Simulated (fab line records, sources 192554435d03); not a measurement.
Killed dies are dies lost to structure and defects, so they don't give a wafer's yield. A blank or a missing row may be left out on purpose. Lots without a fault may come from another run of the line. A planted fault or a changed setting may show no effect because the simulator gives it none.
Which tool did it? | flow n5_finfet | 9 lots, 27 wafers sampled, at 5 steps of a route of 1938

WHAT THE GAUGES READ, wafer by wafer
N5_BEOL_M4_RC_MEAS_101.
lot  | measured     | on        | CJ_P           | DIBL_N (mV/V)  | DIBL_P (mV/V)  | IOFF_N (nA/um)    | IOFF_P (nA/um)    | IOFF_P_LONG (nA/um)        | ION_N (uA/um) | ION_P (uA/um) | SS_N (mV/dec)  | SS_P (mV/dec)  | VT_N (mV)         | VT_P (mV)
L188 | day 8 20:23  | prober-02 | 5.71 5.82 5.76 | 33.8 33.5 33.9 | 34.7 34.5 35.1 | 0.143 0.133 0.139 | 0.199 0.186 0.199 | 0.000111 0.000113 0.000112 | 667 672 663   | 461 464 464   | 71.0 71.5 70.9 | 72.4 72.5 72.8 | 250.9 250.1 250.9 | -250.0 -250.8 -250.2
L189 | day 9 18:23  | prober-02 | 5.82 5.79 5.62 | 36.5 35.0 36.1 | 37.3 36.3 37.1 | 0.167 0.150 0.163 | 0.198 0.182 0.197 | 9.2e-05 9.2e-05 8.9e-05    | 677 679 680   | 461 452 462   | 70.8 71.0 71.5 | 74.3 73.0 73.2 | 249.8 252.0 248.3 | -253.7 -254.3 -251.2
L190 | day 9 21:12  | prober-01 | 7.14 7.23 7.22 | 36.6 35.3 37.3 | 36.5 34.6 38.0 | 0.135 0.122 0.162 | 0.172 0.156 0.211 | 0.000136 0.00014 0.000142  | 670 676 685   | 455 452 468   | 71.2 70.6 71.8 | 72.8 72.6 73.6 | 253.0 253.1 251.9 | -253.8 -254.4 -250.7
L191 | day 9 16:45  | prober-01 | 7.34 7.52 7.41 | 36.4 37.3 35.5 | 35.7 37.3 35.4 | 0.154 0.167 0.135 | 0.196 0.214 0.186 | 0.000144 0.000146 0.000145 | 679 662 666   | 462 459 462   | 72.0 71.9 71.7 | 73.5 74.8 72.8 | 249.3 248.3 249.8 | -250.9 -250.3 -253.8
L193 | day 11 00:04 | prober-02 | 7.29 6.85 6.99 | 34.9 34.8 34.8 | 35.6 33.8 34.8 | 0.133 0.126 0.130 | 0.186 0.159 0.175 | 0.000153 0.000131 0.000139 | 680 670 668   | 466 454 461   | 71.8 71.0 71.0 | 73.1 73.6 72.1 | 252.7 253.6 253.5 | -251.1 -255.0 -253.0
L201 | day 12 14:05 | prober-02 | 5.78 5.85 5.86 | 37.4 39.0 36.4 | 34.7 36.7 33.5 | 0.139 0.163 0.121 | 0.161 0.193 0.149 | 9.6e-05 9.6e-05 9.6e-05    | 679 689 669   | 457 463 452   | 71.0 71.4 71.3 | 72.6 73.7 72.6 | 251.0 248.7 252.4 | -255.2 -253.3 -252.7
L203 | day 13 14:47 | prober-01 | 5.37 5.73 5.57 | 36.5 36.6 36.1 | 36.9 37.0 36.0 | 0.146 0.141 0.139 | 0.178 0.178 0.168 | 8.8e-05 9.3e-05 9.2e-05    | 671 660 674   | 459 451 457   | 70.9 70.4 71.4 | 73.0 72.9 73.4 | 250.3 250.9 249.9 | -251.8 -254.6 -253.8
L204 | day 13 14:14 | prober-02 | 5.90 5.99 5.82 | 34.5 33.8 35.7 | 36.0 35.6 37.6 | 0.143 0.137 0.164 | 0.198 0.187 0.223 | 0.000111 0.000112 0.000111 | 681 665 681   | 470 466 467   | 71.5 71.2 71.5 | 73.3 73.1 73.5 | 252.2 253.1 249.4 | -248.9 -253.0 -251.9
L209 | day 14 22:47 | prober-02 | 5.85 5.81 5.88 | 35.3 35.2 35.9 | 34.3 34.4 35.3 | 0.134 0.130 0.146 | 0.219 0.216 0.240 | 0.000117 0.000118 0.000117 | 657 667 678   | 466 471 477   | 71.6 71.4 71.1 | 73.2 72.1 73.7 | 252.8 249.9 251.0 | -247.0 -247.9 -244.7

WHICH TOOL RAN EACH LOT (tool, then ch and the chambers of the sampled wafers, then the start)
lot  | N5_WELL_APT_IMPLANT_15         | N5_WELL_APT_RTA_34              | N5_PMOS_HMC_CHANNEL_EPI_ETCH_38 | N5_PMOS_HMC_CHANNEL_EPI_FIN_RECESS_16
L188 | implanter-02 ch 0, day 2 02:51 | rtp_anneal-02 ch 0, day 2 04:56 | rie_si-01 ch 0,1,2, day 2 07:13 | rie_si-01 ch 0,1,2, day 2 07:14
L189 | implanter-01 ch 0, day 2 08:27 | rtp_anneal-02 ch 0, day 2 10:04 | rie_si-01 ch 0,1,2, day 2 11:54 | rie_si-01 ch 0,1,2, day 2 11:55
L190 | implanter-01 ch 0, day 2 14:34 | rtp_anneal-01 ch 0, day 2 16:18 | rie_si-01 ch 0,3, day 2 18:22   | rie_si-01 ch 0,3, day 2 18:23
L191 | implanter-01 ch 0, day 2 20:16 | rtp_anneal-02 ch 0, day 2 22:00 | rie_si-01 ch 1,3, day 2 23:49   | rie_si-01 ch 1,3, day 2 23:50
L193 | implanter-01 ch 0, day 3 08:16 | rtp_anneal-02 ch 0, day 3 09:52 | rie_si-04 ch 1,2, day 3 11:42   | rie_si-04 ch 1,2, day 3 11:43
L201 | implanter-02 ch 0, day 5 09:10 | rtp_anneal-01 ch 0, day 5 10:54 | rie_si-04 ch 0,1,3, day 5 12:44 | rie_si-04 ch 0,1,3, day 5 12:46
L203 | implanter-01 ch 0, day 5 20:22 | rtp_anneal-01 ch 0, day 5 22:11 | rie_si-01 ch 0,1,2, day 5 23:51 | rie_si-01 ch 0,1,2, day 5 23:52
L204 | implanter-02 ch 0, day 6 02:09 | rtp_anneal-01 ch 0, day 6 04:05 | rie_si-03 ch 0,1, day 6 05:47   | rie_si-03 ch 0,1, day 6 05:49
L209 | implanter-02 ch 0, day 7 08:05 | rtp_anneal-01 ch 0, day 7 09:40 | rie_si-04 ch 0,1,3, day 7 11:31 | rie_si-04 ch 0,1,3, day 7 11:32
- N5_WELL_APT_IMPLANT_15
- N5_WELL_APT_RTA_34: time 10 s.
- N5_PMOS_HMC_CHANNEL_EPI_ETCH_38: etches SiO2 in CF4, target depth 1.5 nm.
- N5_PMOS_HMC_CHANNEL_EPI_FIN_RECESS_16: chemistry HBr/Cl2, target Si, target depth 54 nm, time 18 s.

WHAT THE TOOLS THEMSELVES READ (means of the sampled wafers that have a number; where no wafer has one, the mark that the record gives instead)
N5_WELL_APT_IMPLANT_15.
lot  | tool         | dose_ions_cm2 | end_station_pressure_torr (Torr) | faraday_current_uA | rotation_deg (degrees)
L188 | implanter-02 | 1.4988e+13    | 5.03e-06                         | 194                | 0.002
L189 | implanter-01 | 1.5012e+13    | 5.41e-06                         | 192                | -0.003
L190 | implanter-01 | 2.2981e+13    | 4.97e-06                         | 292                | 0.024
L191 | implanter-01 | 2.2985e+13    | 5.37e-06                         | 290                | -0.014
L193 | implanter-01 | 2.2981e+13    | 5.36e-06                         | 294                | -0.005
L201 | implanter-02 | 1.5011e+13    | 5.25e-06                         | 189                | -0.006
L203 | implanter-01 | 1.5003e+13    | 5.20e-06                         | 191                | 0.015
L204 | implanter-02 | 1.4999e+13    | 5.08e-06                         | 193                | -0.006
L209 | implanter-02 | 1.5013e+13    | 4.96e-06                         | 192                | 0.016

N5_WELL_APT_RTA_34.
lot  | tool          | lamp_power_pct (%) | lamp_zone_1_pct (%) | wafer_temp_C_max
L188 | rtp_anneal-02 | 13.02              | 12.99               | 1003.1
L189 | rtp_anneal-02 | 13.01              | 12.98               | 1003.9
L190 | rtp_anneal-01 | 12.97              | 12.97               | 1004.1
L191 | rtp_anneal-02 | 13.02              | 12.97               | 1003.1
L193 | rtp_anneal-02 | 12.96              | 12.95               | 1003.0
L201 | rtp_anneal-01 | 12.96              | 13.02               | 1004.2
L203 | rtp_anneal-01 | 12.99              | 12.97               | 1004.5
L204 | rtp_anneal-01 | 13.02              | 12.99               | 1003.7
L209 | rtp_anneal-01 | 13.00              | 12.98               | 1001.9

N5_PMOS_HMC_CHANNEL_EPI_ETCH_38.
lot  | tool      | drypump_motor_current_A (A) | oes_product_au (a.u.) | throttle_valve_pct (%)
L188 | rie_si-01 | 5.3                         | 0.998                 | 21.94
L189 | rie_si-01 | 5.3                         | 1.002                 | 21.95
L190 | rie_si-01 | 5.1                         | 1.006                 | 22.24
L191 | rie_si-01 | 5.4                         | 0.993                 | 21.92
L193 | rie_si-04 | 5.6                         | 1.010                 | 21.81
L201 | rie_si-04 | 6.0                         | 0.992                 | 21.71
L203 | rie_si-01 | 5.3                         | 0.999                 | 21.92
L204 | rie_si-03 | 5.2                         | 0.980                 | 21.52
L209 | rie_si-04 | 6.0                         | 1.005                 | 21.70

N5_PMOS_HMC_CHANNEL_EPI_FIN_RECESS_16.
lot  | tool      | drypump_motor_current_A (A) | oes_product_au (a.u.) | throttle_valve_pct (%)
L188 | rie_si-01 | 5.3                         | 0.994                 | 35.68
L189 | rie_si-01 | 5.3                         | 0.999                 | 35.66
L190 | rie_si-01 | 5.1                         | 1.008                 | 36.03
L191 | rie_si-01 | 5.4                         | 0.983                 | 35.53
L193 | rie_si-04 | 5.6                         | 1.010                 | 35.49
L201 | rie_si-04 | 6.0                         | 0.998                 | 35.38
L203 | rie_si-01 | 5.3                         | 0.997                 | 35.65
L204 | rie_si-03 | 5.3                         | 0.985                 | 35.16
L209 | rie_si-04 | 6.0                         | 0.999                 | 35.37

THE ANSWER, worked out from the rows above alone
Rule: what is usual is taken from the lots themselves. Put in order of their means at a reading, lots are off if they are a third of the lots or fewer, leave a main group of 4 or more, and stand apart from it by a gap of 3 or more times the standard deviation of the main group's means; of several such gaps the widest counts. A main group whose means are all the same, to the digits that the tables above print for the reading, isn't used. A lot without any number at a reading at which 4 lots or more have one is off too. The other lots that the step has rows for count as sound. The gauges are gone through in route order, then the tools' own readings, and for those a lot's mean is taken as printed above. The first step at which some lot is off is used, and at that step the reading that is off furthest; a lot without a number counts as furthest.
Off: L190, L191, L193, at N5_BEOL_M4_RC_MEAS_101 (CJ_P). The main group: mean 5.77, standard deviation 0.11.
A tool fits if, at a process step before that reading, it ran every lot that is off, and no sound lot after the first of them. The gauges at N5_BEOL_M4_RC_MEAS_101 aren't tried: what is off there is off at N5_WELL_APT_IMPLANT_15 too, on other tools, and a gauge's error can't cause that. None of those tried fits.

WHAT THE SIMULATOR HAD PUT IN
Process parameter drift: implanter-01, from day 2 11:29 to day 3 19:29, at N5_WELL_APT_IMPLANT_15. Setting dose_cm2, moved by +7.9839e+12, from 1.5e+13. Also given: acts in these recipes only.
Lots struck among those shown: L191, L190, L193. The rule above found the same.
